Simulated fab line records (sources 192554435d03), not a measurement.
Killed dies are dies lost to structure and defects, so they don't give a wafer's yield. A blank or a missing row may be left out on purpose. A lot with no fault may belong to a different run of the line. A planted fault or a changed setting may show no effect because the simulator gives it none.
Lot-split experiment + flow n5_finfet + 39 wafers read across 7 lots, on a route 1938 steps long

== ON THE SPLIT ==
At N5_MOL_CONTACT_COAG_ETCH_105 (etches SiARC in CF4, target depth 15.6 nm, time 26 s), the setting bias_w was moved away from the recipe's 36 W on 12 of the 39 wafers read, by +8.3% to +18.3%. For the rest of the wafers, this setting stayed at what the recipe calls for.

The reading is taken at the split's own step.

== THE READING ==
rf_vpp_V, in V, at N5_MOL_CONTACT_COAG_ETCH_105 (etches SiARC in CF4, target depth 15.6 nm, time 26 s). Typical for fault-free wafers on this fab line: 184.3 V, with standard deviation 1.3 V.

| wafer  | tool, chamber at the split | bias_w as run, W | against the recipe | rf_vpp_V, V | against lot-mates on the recipe |
|--------|----------------------------|------------------|--------------------|-------------|---------------------------------|
| L077.2 | rie_diel-01, 2             | 36               | recipe             | 184.3       | -                               |
| L077.3 | rie_diel-01, 3             | 36               | recipe             | 182.8       | -                               |
| L077.6 | rie_diel-01, 2             | 36               | recipe             | 183.7       | -                               |
| L082.1 | rie_diel-01, 3             | 42.6             | +18.3%             | 204.0       | +20.0                           |
| L082.2 | rie_diel-01, 1             | 42.6             | +18.3%             | 206.4       | +22.4                           |
| L082.3 | rie_diel-01, 0             | 36               | recipe             | 184.5       | -                               |
| L082.4 | rie_diel-01, 2             | 42.6             | +18.3%             | 204.4       | +20.4                           |
| L082.5 | rie_diel-01, 3             | 36               | recipe             | 184.5       | -                               |
| L082.6 | rie_diel-01, 2             | 36               | recipe             | 182.9       | -                               |
| L083.1 | rie_diel-05, 3             | 36               | recipe             | 183.1       | -                               |
| L083.2 | rie_diel-05, 1             | 36               | recipe             | 183.3       | -                               |
| L083.3 | rie_diel-05, 0             | 40.37            | +12.1%             | 198.9       | +15.0                           |
| L083.4 | rie_diel-05, 2             | 36               | recipe             | 185.4       | -                               |
| L083.5 | rie_diel-05, 3             | 40.37            | +12.1%             | 195.5       | +11.6                           |
| L083.6 | rie_diel-05, 2             | 40.37            | +12.1%             | 199.0       | +15.1                           |
| L087.1 | rie_diel-05, 3             | 36               | recipe             | 182.2       | -                               |
| L087.2 | rie_diel-05, 0             | 36               | recipe             | 185.7       | -                               |
| L087.3 | rie_diel-05, 1             | 36               | recipe             | 183.1       | -                               |
| L087.4 | rie_diel-05, 2             | 36               | recipe             | 185.0       | -                               |
| L087.5 | rie_diel-05, 2             | 36               | recipe             | 184.7       | -                               |
| L087.6 | rie_diel-05, 1             | 36               | recipe             | 183.4       | -                               |
| L089.1 | rie_diel-02, 0             | 38.97            | +8.3%              | 194.0       | +10.0                           |
| L089.2 | rie_diel-02, 2             | 36               | recipe             | 183.5       | -                               |
| L089.3 | rie_diel-02, 1             | 38.97            | +8.3%              | 194.2       | +10.2                           |
| L089.4 | rie_diel-02, 3             | 38.97            | +8.3%              | 196.2       | +12.2                           |
| L089.5 | rie_diel-02, 1             | 36               | recipe             | 185.4       | -                               |
| L089.6 | rie_diel-02, 2             | 36               | recipe             | 183.0       | -                               |
| L091.1 | rie_diel-05, 2             | 39.9             | +10.8%             | 197.7       | +14.7                           |
| L091.2 | rie_diel-05, 1             | 36               | recipe             | 184.2       | -                               |
| L091.3 | rie_diel-05, 3             | 36               | recipe             | 182.0       | -                               |
| L091.4 | rie_diel-05, 0             | 39.9             | +10.8%             | 197.2       | +14.2                           |
| L091.5 | rie_diel-05, 0             | 39.9             | +10.8%             | 198.0       | +15.0                           |
| L091.6 | rie_diel-05, 3             | 36               | recipe             | 182.7       | -                               |
| L097.1 | rie_diel-05, 0             | 36               | recipe             | 185.0       | -                               |
| L097.2 | rie_diel-05, 2             | 36               | recipe             | 184.7       | -                               |
| L097.3 | rie_diel-05, 1             | 36               | recipe             | 183.3       | -                               |
| L097.4 | rie_diel-05, 0             | 36               | recipe             | 183.7       | -                               |
| L097.5 | rie_diel-05, 2             | 36               | recipe             | 184.4       | -                               |
| L097.6 | rie_diel-05, 1             | 36               | recipe             | 182.8       | -                               |

THE FIT
A straight line over all 39 wafers: rf_vpp_V changes by +1.18 V for each +1% of bias_w; r = +0.99; the points scatter about the line by 1.2 V.
The same after taking each lot's own level away (the mean of its wafers on the recipe; 39 wafers): +1.19 V for each +1%; r = +0.99; scatter 1.2 V.
On that fit, the largest move of bias_w shifts the reading by 22 V.
The lots' own levels span 182.97 to 184.02 V, that is 0.8 times the standard deviation above.
Consequently the slope shifts little with the lot-to-lot level, the two slopes agreeing.
Check: +22.3 V against its lot-mates is what the line predicts for one of the wafers moved furthest among these (+18.3%) when that wafer is left out of the fit. Against them it came out at +20 V.
Tool readings at the split's step, against how far the setting was moved: rf_vpp_V r = +0.99.

== OTHER SPLITS APPLIED TO THESE WAFERS ==
Before the reading, these wafers also passed through other splits. Each is held against what the fit with the lots' levels taken away leaves over:
| other split on the same wafers | wafers away from the commonest value | r with rf_vpp_V (lot level and that fit taken away) |
|--------------------------------|--------------------------------------|-----------------------------------------------------|
| N5_DUMMY_GATE_ETCH_32 time_s   | 15                                   | +0.15                                               |

== THE FILE'S OWN FIT ==
rf_vpp_V changes by +1.2 V for each +1% of bias_w, r = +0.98.
